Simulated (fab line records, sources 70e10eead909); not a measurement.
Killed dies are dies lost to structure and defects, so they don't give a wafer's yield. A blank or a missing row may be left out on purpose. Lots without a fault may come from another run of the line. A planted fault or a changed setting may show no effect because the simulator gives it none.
fab line records | flow nand_harc
record lots=6 wafers=18 last_day=28
route steps=1302 shown A_CHANNEL_HOLE_D2@590 END@1302
lots that met no fault: from a run of the same line without faults
start_h: hours from the record's first day to the start of the lot's first wafer shown | wait_h: hours since the lot's step before | " the same as in the row above | L1.1+2: a row that stands for several wafers | - no value, or no start given | * or withheld: withheld | < > ~ a bound
route shown NAME@n: a module of which the file shows steps, and the number in the route of the first | usual: mean/standard deviation of fault-free wafers | same: alike in all rows | chamber/n: place in a boat | sites: the reading at each site | _std_site: their standard deviation | _edge_site: outer sites' mean less inner sites' | radius_mm: how far each site lies from the wafer's centre | mask NAME#n: copy n | behind: the tool/chamber that last shaped the wafer | hold: why the lot was held/for how many hours/how that ended | device: the transistor (n, p or np) that didn't switch | end of line: the same wafers' tests at the end of the route | a step without rows: its recipe alone | killed: dies lost to structure and defects at the first sort, not the wafer's yield | map: a wafer's dies, x killed, . not, _ none there
set.NAME: the setting as run; set.NAME@STEP: as run at that earlier step | model.NAME: the simulator's own value behind a step, which no gauge read
lots at some steps of the route; a table a step, a row a wafer
services: from which hour (start_h, from the record's first day; less than 0 if before it) a tool's chamber was out of use, for how many hours, and why
## steps
# step NHARC_A_CHANNEL_HOLE_D2_CD_MEAS_18
# usual cd_nm=100/3.1
# columns lot.wafer tool chamber start_h wait_h cd_nm
L615.3 cd_sem-03 - 294.50 - 97
L615.4 " - " " 99
L615.6 " - " " 94
L614.2 cd_sem-01 - 295.85 - 97
L614.4 " - " " 96
L614.5 " - " " 98
L618.1 cd_sem-01 - 327.63 - 101
L618.4 " - " " 92
L618.6 " - " " 90
L619.1 cd_sem-03 - 348.28 - 103
L619.2 " - " " 98
L619.4 " - " " 100
L621.3 cd_sem-01 - 361.37 - 102
L621.4 " - " " 103
L621.6 " - " " 102
L624.1 cd_sem-01 - 402.18 - 96
L624.3 " - " " 98
L624.4 " - " " 100
# step NHARC_A_CHANNEL_HOLE_D2_ETCH_19
# recipe bias_v=1200 source_w=2500 pressure_mtorr=15 time_s=34.5 ar_flow_sccm=375 c4f8_flow_sccm=28.8 o2_flow_sccm=96.2 temp_c=-20 target_depth_a=* chemistry=C4F8/O2/Ar
# step NHARC_A_CHANNEL_HOLE_D2_ETCH_20
# recipe bias_v=3000 source_w=withheld pressure_mtorr=20 time_s=361.9 ar_flow_sccm=375 c4f8_flow_sccm=89.3 o2_flow_sccm=35.7 temp_c=-20 target_depth_a=16000 chemistry=C4F8/O2/Ar
# step NHARC_A_CHANNEL_HOLE_D2_ETCH_21
# recipe bias_v=3000 source_w=withheld pressure_mtorr=20 time_s=514.3 ar_flow_sccm=375 c4f8_flow_sccm=89.3 o2_flow_sccm=35.7 temp_c=-20 target_depth_a=16000 chemistry=C4F8/O2/Ar
# step NHARC_A_CHANNEL_HOLE_D2_ETCH_22
# recipe bias_v=3000 source_w=withheld pressure_mtorr=20 time_s=666.7 ar_flow_sccm=375 c4f8_flow_sccm=89.3 o2_flow_sccm=35.7 temp_c=-20 target_depth_a=16000 chemistry=C4F8/O2/Ar
# usual drypump_motor_current_A=5.99/0.1 showerhead_plenum_p_Torr=3.71/0.1 throttle_valve_pct=32.154/0.0087
# columns lot.wafer tool chamber start_h wait_h drypump_motor_current_A rf_hours_counter_h showerhead_plenum_p_Torr throttle_valve_pct
L615.4 har_etch-01 1 295.63 0.4 5.80 - 3.70 32.170
L615.3 " 0 " " 5.97 - 3.70 32.144
L615.6 " 0 " " 5.97 - 3.70 32.151
L614.2 har_etch-01 0 299.61 0.4 5.98 146 3.70 32.167
L614.4 " 0 " " 5.94 - 3.70 32.166
L614.5 " 1 " " 5.84 - 3.70 32.173
L618.1 har_etch-02 0 329.45 0.8 6.08 372 3.72 32.159
L618.4 " 0 " " 6.12 - 3.72 32.159
L618.6 " 0 " " 6.08 - 3.72 32.156
L619.2 har_etch-01 1 349.23 0.4 5.85 177 3.68 32.158
L619.1 " 0 " " 5.95 177 3.68 32.138
L619.4 " 1 " " 5.81 - 3.68 32.161
L621.4 har_etch-02 1 363.09 0.4 6.05 - 3.92 32.152
L621.3 " 0 " " 6.14 - 3.71 32.164
L621.6 " 0 " " 6.13 - 3.71 32.147
L624.1 har_etch-01 1 403.12 0.4 5.85 211 3.66 32.159
L624.3 " 1 " " 5.81 - 3.67 32.147
L624.4 " 0 " " 5.94 - 3.67 32.145
# step NHARC_A_CHANNEL_HOLE_D2_ETCH_23
# recipe bias_v=5000 source_w=withheld pressure_mtorr=20 time_s=819 ar_flow_sccm=375 c4f8_flow_sccm=89.3 o2_flow_sccm=35.7 temp_c=-20 target_depth_a=16000 chemistry=C4F8/O2/Ar
# step NHARC_A_CHANNEL_HOLE_D2_ETCH_24
# recipe bias_v=5000 source_w=withheld pressure_mtorr=20 time_s=906.2 ar_flow_sccm=375 c4f8_flow_sccm=93.8 o2_flow_sccm=31.2 temp_c=-20 target_depth_a=15000 chemistry=C4F8/O2/Ar
# usual drypump_motor_current_A=5.99/0.1 showerhead_plenum_p_Torr=3.71/0.1 throttle_valve_pct=32.235/0.0089
# columns lot.wafer tool chamber start_h wait_h drypump_motor_current_A rf_hours_counter_h showerhead_plenum_p_Torr throttle_valve_pct
L615.4 har_etch-01 1 296.96 0.6 5.83 - 3.70 32.229
L615.3 " 0 " " 5.98 - 3.70 32.245
L615.6 " 0 " " 5.95 - 3.70 32.223
L614.2 har_etch-01 0 300.87 0.6 5.97 148 3.69 32.239
L614.4 " 0 " " 5.97 - 3.69 32.229
L614.5 " 1 " " 5.84 - 3.70 32.232
L618.1 har_etch-02 0 331.95 1.1 6.13 374 3.72 32.238
L618.4 " 0 " " 6.11 - 3.72 32.237
L618.6 " 0 " " 6.10 - 3.72 32.238
L619.2 har_etch-01 1 350.50 0.6 5.88 178 3.68 32.235
L619.1 " 0 " " 5.96 178 3.68 32.237
L619.4 " 1 " " 5.84 - 3.68 32.228
L621.4 har_etch-02 1 364.42 0.6 6.05 - 3.91 32.227
L621.3 " 0 " " 6.12 - 3.70 32.232
L621.6 " 0 " " 6.11 - 3.70 32.224
L624.1 har_etch-01 1 404.39 0.6 5.88 212 3.66 32.228
L624.3 " 1 " " 5.86 - 3.66 32.221
L624.4 " 0 " " 5.94 - 3.66 32.262
# step NHARC_A_CHANNEL_HOLE_D2_ETCH_25
# recipe bias_v=5000 source_w=withheld pressure_mtorr=20 time_s=1040.2 ar_flow_sccm=375 c4f8_flow_sccm=93.8 o2_flow_sccm=31.2 temp_c=-20 target_depth_a=15000 chemistry=C4F8/O2/Ar
# step NHARC_A_CHANNEL_HOLE_D2_ETCH_26
# recipe bias_v=300 source_w=2000 pressure_mtorr=30 time_s=224.1 ar_flow_sccm=375 c4f8_flow_sccm=11.4 o2_flow_sccm=113.6 temp_c=-20 target_depth_a=3000 chemistry=C4F8/O2/Ar
# step NHARC_A_CHANNEL_HOLE_D2_ETCH_27
# recipe bias_v=400 source_w=2000 pressure_mtorr=25 time_s=90 ar_flow_sccm=375 c4f8_flow_sccm=41.7 o2_flow_sccm=83.3 temp_c=-20 target_depth_a=4000 chemistry=C4F8/O2/Ar
# step NHARC_A_CHANNEL_HOLE_D2_STRIP_41
# recipe n2_flow_sccm=150 h2_flow_sccm=150 ar_flow_sccm=0 bias_w=0 chemistry=N2/H2
# step NHARC_A_CHANNEL_HOLE_D2_STRIP_42
# recipe cf4_flow_sccm=100 chf3_flow_sccm=30 ar_flow_sccm=0 bias_w=0 chemistry=CF4/CHF3
# step NHARC_A_CHANNEL_HOLE_D2_STRIP_43
# recipe o2_flow_sccm=400 cos_flow_sccm=20 ar_flow_sccm=0 bias_w=0 chemistry=O2/COS
# columns lot.wafer tool chamber start_h wait_h
L615.3+4+6 rie_diel-01 3,1,2 299.24 0.1
L614.2+4+5 rie_diel-06 2,3,0 303.38 0.1
L618.1+4+6 rie_diel-06 3,0,3 336.55 0.1
L619.2+4+1 rie_diel-06 0,1,2 353.04 0.1
L621.4+3+6 rie_diel-06 1,2,0 366.71 0.1
L624.1+3+4 rie_diel-06 1,2,3 406.93 0.1
# step NHARC_A_CHANNEL_HOLE_D2_ETCH_44
# recipe target_depth_a=1400 overetch_a=140 time_s=77 ion_energy_ev=100 cf4_flow_sccm=80 o2_flow_sccm=20 ar_flow_sccm=0 rf_w=300 bias_w=100 chemistry=CF4/O2
# usual drypump_motor_current_A=5.62/0.24 oes_product_au=0.997/0.013 rf_vpp_V=198.3/1.3 showerhead_plenum_p_Torr=1.36/0.054 throttle_valve_pct=13.396/0.0095
# columns lot.wafer tool chamber start_h wait_h drypump_motor_current_A oes_product_au rf_hours_counter_h rf_vpp_V showerhead_plenum_p_Torr throttle_valve_pct
L615.4 rie_diel-01 3 299.30 0.0 5.84 0.977 6 199.3 1.41 13.403
L615.3 " 2 " " 5.79 0.980 6 198.9 1.43 13.411
L615.6 " 3 " " 5.84 0.977 - 198.2 1.41 13.389
L614.4 rie_diel-06 3 303.44 0.1 5.82 0.989 11 199.8 1.38 13.396
L614.2 " 1 " " 5.65 1.010 9 197.6 1.35 13.402
L614.5 " 3 " " 5.82 0.987 - 197.6 1.38 13.399
L618.4 rie_diel-06 3 336.61 0.1 5.80 0.984 0 198.5 1.39 13.386
L618.1 " 1 " " 5.64 0.997 0 197.5 1.35 13.375
L618.6 " 3 " " 5.85 0.998 - 198.1 1.38 13.388
L619.2 rie_diel-06 0 353.10 0.1 5.18 0.987 1 199.7 1.40 13.414
L619.1 " 1 " " 5.69 1.002 1 199.0 1.35 13.383
L619.4 " 2 " " 5.58 1.007 1 198.0 1.38 13.390
L621.3 rie_diel-06 0 366.77 0.1 5.17 0.994 1 199.7 1.40 13.403
L621.4 " 2 " " 5.55 1.003 1 197.6 1.37 13.383
L621.6 " 0 " " 5.17 0.981 - 199.2 1.40 13.395
L624.3 rie_diel-06 3 406.99 0.1 5.83 0.992 3 198.2 1.38 13.407
L624.1 " 2 " " 5.54 1.018 3 199.5 1.37 13.385
L624.4 " 1 " " 5.70 0.991 - 199.4 1.35 13.415
# step NHARC_A_CHANNEL_HOLE_D2_STRIP_28
# recipe o2_flow_sccm=500 ar_flow_sccm=0 bias_w=0 chemistry=O2
# usual drypump_motor_current_A=5.62/0.23 oes_product_au=0.998/0.013 rf_vpp_V=57.9/0.98 showerhead_plenum_p_Torr=3.58/0.14 throttle_valve_pct=17.036/0.0084
# columns lot.wafer tool chamber start_h wait_h drypump_motor_current_A oes_product_au rf_hours_counter_h rf_vpp_V showerhead_plenum_p_Torr throttle_valve_pct
L615.3 rie_diel-01 0 - - 6.03 0.985 6 57.5 3.34 17.033
L615.4 " 1 " " 5.39 0.994 6 56.8 3.38 17.040
L615.6 " 3 " " 5.84 0.977 - 58.1 3.72 17.042
L614.4 rie_diel-06 2 - - 5.57 1.010 11 57.5 3.63 17.037
L614.2 " 3 " " 5.84 0.981 11 57.8 3.65 17.036
L614.5 " 2 " " 5.55 1.001 - 58.1 3.63 17.029
L618.1 rie_diel-06 0 - - 5.18 0.997 0 58.6 3.70 17.030
L618.4 " 2 " " 5.59 1.005 0 57.7 3.63 17.047
L618.6 " 0 " " 5.19 0.995 - 59.1 3.70 17.047
L619.2 rie_diel-06 1 - - 5.71 0.997 1 57.3 3.55 17.040
L619.4 " 2 " " 5.54 1.011 1 58.3 3.63 17.023
L619.1 " 3 " " 5.81 0.989 1 57.8 3.65 17.036
L621.4 rie_diel-06 1 - - 5.70 0.994 1 57.6 3.55 17.039
L621.3 " 2 " " 5.57 1.010 2 58.5 3.63 17.044
L621.6 " 2 " " 5.58 1.006 - 57.7 3.63 17.037
L624.1 rie_diel-06 3 - - 5.81 0.988 3 57.3 3.65 17.039
L624.3 " 1 " " 5.67 0.994 3 57.4 3.55 17.032
L624.4 " 3 " " 5.84 0.988 - 59.1 3.65 17.048
# step NHARC_A_CHANNEL_HOLE_D2_PRECLEAN_29
# recipe time_s=* temp_c=50 bath_age_min=0 chemistry=SC1
# step NHARC_A_CHANNEL_HOLE_D2_SRD_30
# step NHARC_A_CHANNEL_HOLE_D2_CD_MEAS_31
# usual cd_nm=90.9/1.7
# columns lot.wafer tool chamber start_h wait_h cd_nm
L615.3 cd_sem-02 - 300.10 - 88.9
L615.4 " - " " 87.7
L615.6 " - " " 88.4
L614.2 cd_sem-03 - 304.24 - 88.6
L614.4 " - " " 91.4
L614.5 " - " " 91.4
L618.1 cd_sem-03 - 337.40 - 89.1
L618.4 " - " " 92.7
L618.6 " - " " 91.1
L619.1 cd_sem-03 - 353.89 - 92.4
L619.2 " - " " 89.3
L619.4 " - " " 92.6
L621.3 cd_sem-02 - 367.57 - 90.7
L621.4 " - " " 92.1
L621.6 " - " " 89.8
L624.1 cd_sem-02 - 407.91 - 93.3
L624.3 " - " " 90.3
L624.4 " - " " 93.8
# step NHARC_A_CHANNEL_HOLE_D2_XSEM_32
# recipe landing_energy_ev=35000
# usual bot_cd_nm=75.7/1.9 bow_nm=8.68/0.23 tilt_deg=0.08/0.035
# same landing_energy_ev=35000
# columns lot.wafer tool chamber start_h wait_h bot_cd_nm bow_nm tilt_deg
L615.3 xsem-02 0 300.20 0.1 73.2 8.95 0.14
L615.4 " 0 " " 72.7 8.93 0.14
L615.6 " 0 " " 71.8 8.89 0.14
L614.2 xsem-01 0 304.33 0.1 74.2 8.71 0.00
L614.4 " 0 " " 76.9 8.74 0.01
L614.5 " 0 " " 76.8 8.75 0.00
L618.1 xsem-01 0 337.49 0.1 73.4 8.74 0.08
L618.4 " 0 " " 76.3 8.79 0.08
L618.6 " 0 " " 75.0 8.83 0.08
L619.1 xsem-02 0 353.98 0.1 76.0 8.74 0.04
L619.2 " 0 " " 72.9 8.73 0.04
L619.4 " 0 " " 76.0 8.75 0.04
L621.3 xsem-02 0 367.67 0.1 76.1 8.82 0.06
L621.4 " 0 " " 77.8 8.79 0.06
L621.6 " 0 " " 75.7 8.88 0.06
L624.1 xsem-01 0 407.99 0.1 79.0 8.62 0.10
L624.3 " 0 " " 75.5 8.60 0.09
L624.4 " 0 " " 79.7 8.57 0.10
# step NHARC_A_CHANNEL_HOLE_D2_INSPECT_40
# usual raw_defect_count=291/94
# columns lot.wafer tool chamber start_h wait_h raw_defect_count
L615.3 defect_inspect-01 - 300.29 - 207
L615.4 " - " " 272
L615.6 " - " " 272
L614.2 defect_inspect-02 - 304.42 - 294
L614.4 " - " " 341
L614.5 " - " " 394
L618.1 defect_inspect-01 - 337.59 - 465
L618.4 " - " " 374
L618.6 " - " " 431
L619.1 defect_inspect-02 - 354.08 - 176
L619.2 " - " " 147
L619.4 " - " " 173
L621.3 defect_inspect-01 - 367.76 - 391
L621.4 " - " " 425
L621.6 " - " " 312
L624.1 defect_inspect-02 - 408.09 - 437
L624.3 " - " " 358
L624.4 " - " " 362
# step NHARC_END_SORT_01
# recipe temp_c=25
# usual killed_at_array=56/17 killed_at_other=0.9/1.2 killed_at_periphery=3.9/2.5 killed_dies=61/17 killed_open=3.2/1.8 killed_short=2.7/1.7
# same gross_dies=677
# columns lot.wafer tool chamber start_h wait_h hold killed_at_array killed_at_other killed_at_periphery killed_dies killed_open killed_short
L614.2 prober-02 0 586.40 2.8 - 79 3 3 85 4 6
L614.4 prober-02 0 588.01 3.4 - 58 4 4 66 0 6
L614.5 prober-02 0 588.82 3.7 - 70 1 6 77 5 1
L618.1 prober-02 0 593.71 2.5 await_dispo/1.4h/scrap 671 0 6 677 5 4
L618.4 prober-02 0 596.11 3.4 await_dispo/1.4h/scrap 674 0 3 677 4 4
L618.6 prober-02 0 597.72 4.0 await_dispo/1.4h/scrap 672 0 5 677 5 5
L619.1 prober-01 0 616.78 2.5 await_dispo/4.5h/scrap 677 0 0 677 2 1
L619.2 prober-01 0 617.58 2.8 await_dispo/4.5h/scrap 674 2 1 677 4 1
L619.4 prober-01 0 619.18 3.4 await_dispo/4.5h/scrap 673 2 2 677 3 1
L621.3 prober-01 0 633.71 3.1 - 63 1 2 66 3 5
L621.4 prober-01 0 634.51 3.4 - 69 1 3 73 5 2
L621.6 prober-01 0 636.10 4.0 - 71 0 1 72 1 4
L624.1 prober-01 0 661.53 2.5 - 69 0 3 72 2 3
L624.3 prober-01 0 663.12 3.1 - 67 0 2 69 1 1
L624.4 prober-01 0 663.91 3.4 - 95 0 0 95 3 3
# killed by level:class
L614.2 A_CHANNEL_HOLE_D1:chamber_film_flake=40 A_SLIT:chamber_film_flake=21 A_CHANNEL_HOLE_D2:chamber_film_flake=5 A_STAIRCASE:chamber_film_flake=3 A_CHANNEL_FILL_D2:geometric_particle:open=2 THIN_TSV:chamber_film_flake=2 P_CONTACT:geometric_particle:open=1 A_DECK1_JOINT:geometric_particle:short=1
L614.4 A_CHANNEL_HOLE_D1:chamber_film_flake=28 A_SLIT:chamber_film_flake=13 A_CHANNEL_HOLE_D2:chamber_film_flake=7 THIN_TSV:chamber_film_flake=4 A_WL_FILL:geometric_particle:short=3 P_BONDPAD:chamber_film_flake=3 A_CONTACT:chamber_film_flake=3 P_M1:geometric_particle:short=1
L614.5 A_CHANNEL_HOLE_D1:chamber_film_flake=32 A_SLIT:chamber_film_flake=25 A_CHANNEL_HOLE_D2:chamber_film_flake=5 A_M0:geometric_particle:open=3 P_GATE:chamber_film_flake=3 P_BONDPAD:chamber_film_flake=2 A_WL_FILL:chamber_film_flake=2 A_DECK1_JOINT:geometric_particle:open=1
L618.1 A_CHANNEL_HOLE_D2:area_strip=593 A_CHANNEL_HOLE_D1:chamber_film_flake=32 A_CHANNEL_HOLE_D2:chamber_film_flake=31 P_ZERO_WELL:chamber_film_flake=4 A_CHANNEL_FILL_D2:geometric_particle:short=2 A_CHANNEL_FILL_D2:chamber_film_flake=2 A_STAIRCASE:chamber_film_flake=2 P_GATE:geometric_particle:open=1
L618.4 A_CHANNEL_HOLE_D2:area_strip=605 A_CHANNEL_HOLE_D2:chamber_film_flake=27 A_CHANNEL_HOLE_D1:chamber_film_flake=26 P_BONDPAD:chamber_film_flake=3 A_SLIT:chamber_film_flake=3 A_CHANNEL_FILL_D2:geometric_particle:open=2 A_CONTACT:chamber_film_flake=2 A_CHANNEL_FILL_D1:geometric_particle:short=1
L618.6 A_CHANNEL_HOLE_D2:area_strip=597 A_CHANNEL_HOLE_D1:chamber_film_flake=29 A_CHANNEL_HOLE_D2:chamber_film_flake=24 P_ZERO_WELL:chamber_film_flake=4 A_SLIT:chamber_film_flake=4 A_ONON_D2:geometric_particle:open=3 A_CHANNEL_FILL_D2:chamber_film_flake=3 A_CHANNEL_FILL_D2:geometric_particle:short=2
L619.1 A_CHANNEL_HOLE_D2:area_strip=627 A_SLIT:chamber_film_flake=20 A_CHANNEL_HOLE_D2:chamber_film_flake=14 A_STAIRCASE:chamber_film_flake=8 A_CHANNEL_HOLE_D1:chamber_film_flake=3 A_CONTACT:chamber_film_flake=2 A_ONON_D1:geometric_particle:open=1 A_WL_FILL:geometric_particle:short=1
L619.2 A_CHANNEL_HOLE_D2:area_strip=638 A_SLIT:chamber_film_flake=13 A_STAIRCASE:chamber_film_flake=8 A_CHANNEL_HOLE_D2:chamber_film_flake=4 A_CHANNEL_HOLE_D1:chamber_film_flake=3 A_WL_FILL:chamber_film_flake=2 THIN_TSV:chamber_film_flake=2 A_ONON_D1:geometric_particle:open=1
L619.4 A_CHANNEL_HOLE_D2:area_strip=635 A_SLIT:chamber_film_flake=13 A_CHANNEL_HOLE_D1:chamber_film_flake=8 A_STAIRCASE:chamber_film_flake=8 A_WL_FILL:chamber_film_flake=5 A_CONTACT:chamber_film_flake=2 THIN_TSV:chamber_film_flake=2 P_STI:geometric_particle:open=1
L621.3 A_CHANNEL_HOLE_D1:chamber_film_flake=26 A_CHANNEL_HOLE_D2:chamber_film_flake=19 A_STAIRCASE:chamber_film_flake=8 A_M1:geometric_particle:short=2 A_SOURCE_PLATE:geometric_particle:short=1 A_ONON_D2:geometric_particle:open=1 A_CHANNEL_HOLE_D2:geometric_particle:short=1 A_CHANNEL_FILL_D2:geometric_particle:open=1
L621.4 A_CHANNEL_HOLE_D1:chamber_film_flake=26 A_CHANNEL_HOLE_D2:chamber_film_flake=19 A_CONTACT:chamber_film_flake=6 A_STAIRCASE:chamber_film_flake=5 A_DECK1_JOINT:chamber_film_flake=4 A_SGD_CUT:chamber_film_flake=3 A_ONON_D1:geometric_particle:open=2 A_M0:geometric_particle:open=2
L621.6 A_CHANNEL_HOLE_D2:chamber_film_flake=27 A_CHANNEL_HOLE_D1:chamber_film_flake=27 A_STAIRCASE:chamber_film_flake=6 A_CONTACT:chamber_film_flake=3 A_SGD_CUT:chamber_film_flake=2 P_CONTACT:geometric_particle:short=1 A_CHANNEL_HOLE_D1:geometric_particle:short=1 A_CHANNEL_FILL_D1:geometric_particle:short=1
L624.1 A_CHANNEL_HOLE_D1:chamber_film_flake=29 A_SLIT:chamber_film_flake=12 A_CONTACT:chamber_film_flake=11 A_CHANNEL_HOLE_D2:chamber_film_flake=9 A_STAIRCASE:chamber_film_flake=2 P_STI:geometric_particle:short=1 P_CONTACT:geometric_particle:open=1 A_CHANNEL_FILL_D1:geometric_particle:short=1
L624.3 A_CHANNEL_HOLE_D1:chamber_film_flake=34 A_SLIT:chamber_film_flake=14 A_CONTACT:chamber_film_flake=11 A_CHANNEL_HOLE_D2:chamber_film_flake=6 P_M1:geometric_particle:short=1 A_CHANNEL_HOLE_D1:geometric_particle:open=1 P_M0:chamber_film_flake=1 A_DECK1_JOINT:chamber_film_flake=1
L624.4 A_SLIT:chamber_film_flake=35 A_CHANNEL_HOLE_D1:chamber_film_flake=32 A_CONTACT:chamber_film_flake=13 A_CHANNEL_HOLE_D2:chamber_film_flake=9 A_CHANNEL_HOLE_D1:geometric_particle:short=1 A_ONON_D2:geometric_particle:open=1 A_CHANNEL_FILL_D2:geometric_particle:short=1 A_CHANNEL_FILL_D2:geometric_particle:open=1
# map L618.1 (x killed, . not)
____________x____________
_________xxxxxxx_________
_______xxxxxxxxxxx_______
______xxxxxxxxxxxxx______
_____xxxxxxxxxxxxxxx_____
____xxxxxxxxxxxxxxxxx____
____xxxxxxxxxxxxxxxxx____
___xxxxxxxxxxxxxxxxxxx___
___xxxxxxxxxxxxxxxxxxx___
__xxxxxxxxxxxxxxxxxxxxx__
__xxxxxxxxxxxxxxxxxxxxx__
_xxxxxxxxxxxxxxxxxxxxxxx_
_xxxxxxxxxxxxxxxxxxxxxxx_
_xxxxxxxxxxxxxxxxxxxxxxx_
_xxxxxxxxxxxxxxxxxxxxxxx_
_xxxxxxxxxxxxxxxxxxxxxxx_
xxxxxxxxxxxxxxxxxxxxxxxxx
xxxxxxxxxxxxxxxxxxxxxxxxx
xxxxxxxxxxxxxxxxxxxxxxxxx
xxxxxxxxxxxxxxxxxxxxxxxxx
xxxxxxxxxxxxxxxxxxxxxxxxx
_xxxxxxxxxxxxxxxxxxxxxxx_
_xxxxxxxxxxxxxxxxxxxxxxx_
_xxxxxxxxxxxxxxxxxxxxxxx_
_xxxxxxxxxxxxxxxxxxxxxxx_
_xxxxxxxxxxxxxxxxxxxxxxx_
__xxxxxxxxxxxxxxxxxxxxx__
__xxxxxxxxxxxxxxxxxxxxx__
___xxxxxxxxxxxxxxxxxxx___
___xxxxxxxxxxxxxxxxxxx___
____xxxxxxxxxxxxxxxxx____
____xxxxxxxxxxxxxxxxx____
_____xxxxxxxxxxxxxxx_____
______xxxxxxxxxxxxx______
_______xxxxxxxxxxx_______
_________xxxxxxx_________
____________x____________
# map L619.1 (x killed, . not)
____________x____________
_________xxxxxxx_________
_______xxxxxxxxxxx_______
______xxxxxxxxxxxxx______
_____xxxxxxxxxxxxxxx_____
____xxxxxxxxxxxxxxxxx____
____xxxxxxxxxxxxxxxxx____
___xxxxxxxxxxxxxxxxxxx___
___xxxxxxxxxxxxxxxxxxx___
__xxxxxxxxxxxxxxxxxxxxx__
__xxxxxxxxxxxxxxxxxxxxx__
_xxxxxxxxxxxxxxxxxxxxxxx_
_xxxxxxxxxxxxxxxxxxxxxxx_
_xxxxxxxxxxxxxxxxxxxxxxx_
_xxxxxxxxxxxxxxxxxxxxxxx_
_xxxxxxxxxxxxxxxxxxxxxxx_
xxxxxxxxxxxxxxxxxxxxxxxxx
xxxxxxxxxxxxxxxxxxxxxxxxx
xxxxxxxxxxxxxxxxxxxxxxxxx
xxxxxxxxxxxxxxxxxxxxxxxxx
xxxxxxxxxxxxxxxxxxxxxxxxx
_xxxxxxxxxxxxxxxxxxxxxxx_
_xxxxxxxxxxxxxxxxxxxxxxx_
_xxxxxxxxxxxxxxxxxxxxxxx_
_xxxxxxxxxxxxxxxxxxxxxxx_
_xxxxxxxxxxxxxxxxxxxxxxx_
__xxxxxxxxxxxxxxxxxxxxx__
__xxxxxxxxxxxxxxxxxxxxx__
___xxxxxxxxxxxxxxxxxxx___
___xxxxxxxxxxxxxxxxxxx___
____xxxxxxxxxxxxxxxxx____
____xxxxxxxxxxxxxxxxx____
_____xxxxxxxxxxxxxxx_____
______xxxxxxxxxxxxx______
_______xxxxxxxxxxx_______
_________xxxxxxx_________
____________x____________
## services
# columns tool chamber start_h hours kind
rie_diel-06 0 286.20 - clean
rie_diel-06 1 286.20 - clean
rie_diel-06 2 286.20 - clean
rie_diel-06 3 286.20 - clean
rie_diel-06 - 307.33 9.0 pm
rie_diel-06 0 307.33 9.0 vent_cycle
rie_diel-06 1 307.33 9.0 vent_cycle
rie_diel-06 2 307.33 9.0 vent_cycle
rie_diel-06 3 307.33 9.0 vent_cycle
rie_diel-06 0 316.33 - clean
rie_diel-06 1 316.33 - clean
rie_diel-06 2 316.33 - clean
rie_diel-06 3 316.33 - clean
rie_diel-06 1 317.35 10.1 repair
rie_diel-01 3 319.03 2.6 repair
rie_diel-06 0 340.89 - clean
rie_diel-06 1 340.89 - clean
rie_diel-06 2 340.89 - clean
rie_diel-06 3 340.89 - clean
rie_diel-06 0 365.39 - clean
xsem-01 - 374.00 14.0 pm
har_etch-02 - 377.15 17.0 pm
rie_diel-06 0 378.75 37.1 repair
rie_diel-01 - 381.31 9.0 pm
## key
first_sign step=NHARC_END_SORT_01 reading=killed_at_array direction=up sigmas=37 usual=56 struck=674
effect step=NHARC_END_SORT_01 reading=killed_dies direction=up sigmas=36 usual=61 struck=677
more_kills_born_at NHARC_A_CHANNEL_HOLE_D2_STRIP_43@rie_diel-06=3693
met_at NHARC_A_CHANNEL_HOLE_D2_STRIP_43
struck_wafers L618.1,L618.4,L618.6,L619.1,L619.2,L619.4
later_rows_left_out L618.1,L618.4,L618.6,L619.1,L619.2,L619.4
tester_left_out L618,L619
onset_between 303.38 336.55
fault kind=skipped_step_whole tool=rie_diel-06 chamber=- onset_h=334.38 steps=NHARC_A_CHANNEL_HOLE_D2_STRIP_43 scope=struck_lots_only
# tester_left_out: of these lots the tester's yield and bins aren't shown, on N5 and GAA mostly nor the transistor test; their killed dies are dies lost to structure and defects alone, not to doping, threshold or leakage, so they don't give the yield
# later_rows_left_out: the simulator's readings of these wafers behind a module that went badly wrong aren't trusted and aren't shown, but for the sort
